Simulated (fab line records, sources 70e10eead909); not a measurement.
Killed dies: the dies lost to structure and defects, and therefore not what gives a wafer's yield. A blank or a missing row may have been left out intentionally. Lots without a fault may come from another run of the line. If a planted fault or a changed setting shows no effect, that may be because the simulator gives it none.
Check for tools in common :: flow nand-harc :: 1 lot, 3 wafers sampled

== WHY THIS WAS OPENED ==
At NHARC_END_SORT_01 the reading killed-at-periphery is flagged on 1 of 1 lot. Wafers without a fault read 4, standard deviation 3.1.
Rule: a lot is flagged when every wafer of it that has a number lies more than 4 standard deviations from that mean, or none has a number. The other lots count as sound.

lot: L380
measured: day 30 07:50
on: prober-01
killed-at-periphery, wafer by wafer: 596 605 577
flag: FLAGGED
The numbers of the flagged lots are 593 on average: +589 against the usual, or +99 or more standard deviations.

== EACH LOT AND THE TOOL IT RAN ON ==
4 process steps preceding the reading are held in the record, out of 1302 steps in the route. Cell contents, in order: the tool; ch with the chambers the sampled wafers went through; the start.
lot: L380
flag: FLAGGED
NHARC_P_GATE_DESCUM_31: rie-diel-13 ch 0,2,3, day 11 00:26
NHARC_P_GATE_EXPOSE_56: krf-scanner-04 ch 0, day 11 13:43
NHARC_P_GATE_DESCUM_93: rie-diel-13 ch 0,1,2, day 11 15:45
NHARC_P_GATE_STRIP_113: plasma-asher-01 ch 0,1, day 11 16:26
What is done by these steps:
- NHARC_P_GATE_DESCUM_31: chemistry O2, time 3 s.
- NHARC_P_GATE_EXPOSE_56: exposes mask P PSD, target cd 720 nm.
- NHARC_P_GATE_DESCUM_93: chemistry O2, time 3 s.
- NHARC_P_GATE_STRIP_113: strips in N2/H2, time 740 s.
- NHARC_END_SORT_01

== FLAGGED AGAINST TOTAL, ONE TOOL AT A TIME (gauges that did the reading follow at the end) ==
step: NHARC_P_GATE_DESCUM_31
tool: rie-diel-13
lots run: 1
flagged: 1
share of the flagged lots: all
sound lots run after its first flagged lot: 0

step: NHARC_P_GATE_EXPOSE_56
tool: krf-scanner-04
lots run: 1
flagged: 1
share of the flagged lots: all
sound lots run after its first flagged lot: 0

step: NHARC_P_GATE_DESCUM_93
tool: rie-diel-13
lots run: 1
flagged: 1
share of the flagged lots: all
sound lots run after its first flagged lot: 0

step: NHARC_P_GATE_STRIP_113
tool: plasma-asher-01
lots run: 1
flagged: 1
share of the flagged lots: all
sound lots run after its first flagged lot: 0

step: NHARC_END_SORT_01
tool: prober-01
lots run: 1
flagged: 1
share of the flagged lots: all
sound lots run after its first flagged lot: 0

== WHAT THE TABLE ALLOWS ==
5 rows of the table ran every flagged lot: rie-diel-13 at NHARC_P_GATE_DESCUM_31, krf-scanner-04 at NHARC_P_GATE_EXPOSE_56, rie-diel-13 at NHARC_P_GATE_DESCUM_93, plasma-asher-01 at NHARC_P_GATE_STRIP_113, prober-01 at NHARC_END_SORT_01.
- rie-diel-13 at NHARC_P_GATE_DESCUM_31: 1 of its 1 lot flagged. No sound lot ran on it before its first flagged lot in this sample; the start therefore can't be narrowed down.
- krf-scanner-04 at NHARC_P_GATE_EXPOSE_56: 1 of its 1 lot flagged. No sound lot ran on it before its first flagged lot in this sample; the start therefore can't be narrowed down.
- rie-diel-13 at NHARC_P_GATE_DESCUM_93: 1 of its 1 lot flagged. No sound lot ran on it before its first flagged lot in this sample; the start therefore can't be narrowed down.
- plasma-asher-01 at NHARC_P_GATE_STRIP_113: 1 of its 1 lot flagged. No sound lot ran on it before its first flagged lot in this sample; the start therefore can't be narrowed down.
- prober-01 at NHARC_END_SORT_01: 1 of its 1 lot flagged. No sound lot ran on it before its first flagged lot in this sample; the start therefore can't be narrowed down.
These 4 tools cannot be told apart by counting lots, since each of them fits a fault that started at some hour. More lots, or a look at what each step does to the wafer, might.

== WHAT WAS PUT IN BY THE SIMULATOR ==
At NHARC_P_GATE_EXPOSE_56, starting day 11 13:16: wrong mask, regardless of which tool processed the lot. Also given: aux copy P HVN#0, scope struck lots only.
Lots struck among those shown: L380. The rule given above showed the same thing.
